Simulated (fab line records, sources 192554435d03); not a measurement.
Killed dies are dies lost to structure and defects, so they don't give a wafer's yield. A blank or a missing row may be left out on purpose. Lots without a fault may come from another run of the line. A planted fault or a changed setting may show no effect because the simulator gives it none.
Which tool did it? | flow n5_finfet | 11 lots, 33 wafers sampled, at 1 step of a route of 1938

WHAT THE GAUGES READ, wafer by wafer
N5_ILD0_INSPECT_06: inspects for defects (darkfield).
lot  | measured    | on                | raw_defect_count
L075 | day 3 23:34 | defect_inspect-01 | 32 17 27
L077 | day 4 11:02 | defect_inspect-02 | 50 28 60
L079 | day 4 21:35 | defect_inspect-01 | 25 25 26
L081 | day 5 12:07 | defect_inspect-01 | 25 49 39
L083 | day 6 02:52 | defect_inspect-02 | 37 50 66
L085 | day 6 16:22 | defect_inspect-02 | 28 45 30
L087 | day 7 02:38 | defect_inspect-01 | 18 56 48
L089 | day 7 11:53 | defect_inspect-02 | 23 48 65
L093 | day 8 14:16 | defect_inspect-02 | 25 21 52
L095 | day 8 23:36 | defect_inspect-02 | 24 40 33
L097 | day 9 11:49 | defect_inspect-01 | 52 60 27

WHICH TOOL RAN EACH LOT (tool, then ch and the chambers of the sampled wafers, then the start)
The record holds no process step before these readings.

THE ANSWER, worked out from the rows above alone
Rule: what is usual is taken from the lots themselves. Put in order of their means at a reading, lots are off if they are a third of the lots or fewer, leave a main group of 4 or more, and stand apart from it by a gap of 3 or more times the standard deviation of the main group's means; of several such gaps the widest counts. A main group whose means are all the same, to the digits that the tables above print for the reading, isn't used. A lot without any number at a reading at which 4 lots or more have one is off too. The other lots that the step has rows for count as sound.
No lot is off at any reading shown: from this, nothing can be told.

WHAT THE SIMULATOR HAD PUT IN
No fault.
